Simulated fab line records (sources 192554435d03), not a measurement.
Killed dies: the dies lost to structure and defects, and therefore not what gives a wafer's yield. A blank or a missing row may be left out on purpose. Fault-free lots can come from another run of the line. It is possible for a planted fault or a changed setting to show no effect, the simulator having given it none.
Comparing a struck lot with a sound one    flow n5 finfet    23 out of 1938 route steps
Sound: wafers L245.1, L245.4, L245.5. The struck wafers were L250.2, L250.3, L250.6. The cause is named last.
Per side, at each step with rows, come the tool, then ch with its chambers, and then its first start. Under that, the readings that differ: sound wafers    struck wafers    difference of the means    sigmas: that difference in standard deviations of wafers without a fault.
alike: a reading whose means differ by less than 2 such deviations, as well as words and numbers matching on both sides. not compared: withheld readings; readings where some wafer has no value; bounds like >300 that might hide an equal value; numbers whose values overlap and for which the record gives no deviation.
The two part at a step that has a row with sigmas, a row that says differs or no value, or rows on one side only. Non-overlapping numbers with no deviation appear without sigmas and do not part them. A reading missing from all wafers of one side parts the sides only when that side holds two or more wafers.

first, 9 steps without rows for these wafers: N5_BEOL_M6_ILD_DEP_00 (deposits SiCOH lowk from DEMS/porogen, target thk 179.75 nm, time 33.4 s); N5_BEOL_M6_CURE_74 (cures SiCOH lowk, time 240 s); N5_BEOL_M6_PECVD_70 (deposits SiO2 from TEOS/O2, target thk 20 nm, time 22.7 s); N5_BEOL_M6_HM_DEP_02 (deposits TiN, target thk 20 nm); N5_BEOL_M6_COAT_59 (time 60 s, resist thk 100 nm); N5_BEOL_M6_COAT_60 (time 60 s, resist thk 35 nm); N5_BEOL_M6_COAT_05 (resist thk 90 nm); N5_BEOL_M6_EBR_07; N5_BEOL_M6_SOFTBAKE_06 (time 60 s).
N5_BEOL_M6_EXPOSE_08: exposes mask M6.
  sound on arfi scanner-02 ch 0, day 10 07:35; struck on arfi scanner-02 ch 0, day 12 13:16
reading               sound              struck             difference  sigmas
exposure dose mJ cm2  68.20 68.27 68.08  71.33 71.42 71.39  +3.20       +43
  alike: mask, stage vel mm s
then, 2 steps without rows for these wafers: N5_BEOL_M6_PEB_09 (peb time 60 s); N5_BEOL_M6_DEVELOP_10 (develop time 30 s).
N5_BEOL_M6_CD_MEAS_11: the cd target is 38.5 nm.
  sound on cd sem-02 ch 0, day 10 07:43; struck on cd sem-01 ch 0, day 12 13:23
reading     sound           struck          difference  sigmas
cd nm (nm)  38.8 39.4 39.1  41.5 41.3 41.4  +2.3        +4
then, 1 step without rows for these wafers: N5_BEOL_M6_DESCUM_16 (chemistry O2, time 7.9 s).
N5_BEOL_M6_ETCH_61: etches SiARC in CF4, target depth 45.5 nm, time 75.8 s.
  sound on rie diel-05 ch 0,2, day 10 07:53; struck on rie diel-05 ch 0,1,3, day 12 13:53
reading                          sound      struck     difference  sigmas
model.BEOL_M6.cd offset nm (nm)  0.4 1 0.2  3 2.8 2.6  +2          
  alike: drypump motor current A, etch rf on time s, oes product au, rf vpp V, showerhead plenum p Torr, throttle valve pct
  not compared: rf hours counter h
then, 3 steps without rows for these wafers: N5_BEOL_M6_ETCH_62 (etches SOC in N2/H2, target depth 110 nm, overetch 22 nm, time 165 s); N5_BEOL_M6_STRIP_68 (strips in N2/H2); N5_BEOL_M6_STRIP_67 (strips in CF4).
N5_BEOL_M6_HM_OPEN_17: chemistry Cl2/BCl3, target TiN, target depth 20 nm, overetch 6 nm.
  sound on rie metal-02 ch 1, day 10 08:08; struck on rie metal-01 ch 0,1, day 12 14:07
reading                          sound              struck             difference  sigmas
throttle valve pct (%)           21.74 21.74 21.75  22.44 22.42 22.34  +0.66       +2
model.BEOL_M6.cd offset nm (nm)  0.2 0.6 0.2        2.8 3 2.4          +2.4        
  alike: drypump motor current A, oes product au
  not compared: rf hours counter h
then, 1 step without rows for these wafers: N5_BEOL_M6_STRIP_19 (strips in O2).
N5_BEOL_M6_CD_MEAS_18: pitch 80 nm, target cd 40 nm.
  sound: cd sem-02 at day 10 08:24; struck: cd sem-03 at day 12 14:18
reading     sound           struck          difference  sigmas
cd nm (nm)  40.0 40.6 39.9  43.1 43.1 42.0  +2.6        +4
then, 1 step without rows for these wafers: N5_BEOL_M6_COAT_63 (time 60 s, resist thk 60 nm).
-- here the record skips 3 days between the struck wafers' starts before and after, leaving off in module BEOL_M6 and picking up in module PASSIVATION (first step shown: number 1936 of the route) --
N5_PASSIVATION_PROBE_49:
  the record has rows for the struck wafers here (prober-02, day 16 00:46) and none for the sound ones

WHERE THEY PART
Earliest at N5_BEOL_M6_EXPOSE_08; latest, in this record, at N5_PASSIVATION_PROBE_49.

WHY: what the simulator had put in
Process parameters drifting: arfi scanner-02 at N5_BEOL_M6_EXPOSE_08, beginning at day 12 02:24. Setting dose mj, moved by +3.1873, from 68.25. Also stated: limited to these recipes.
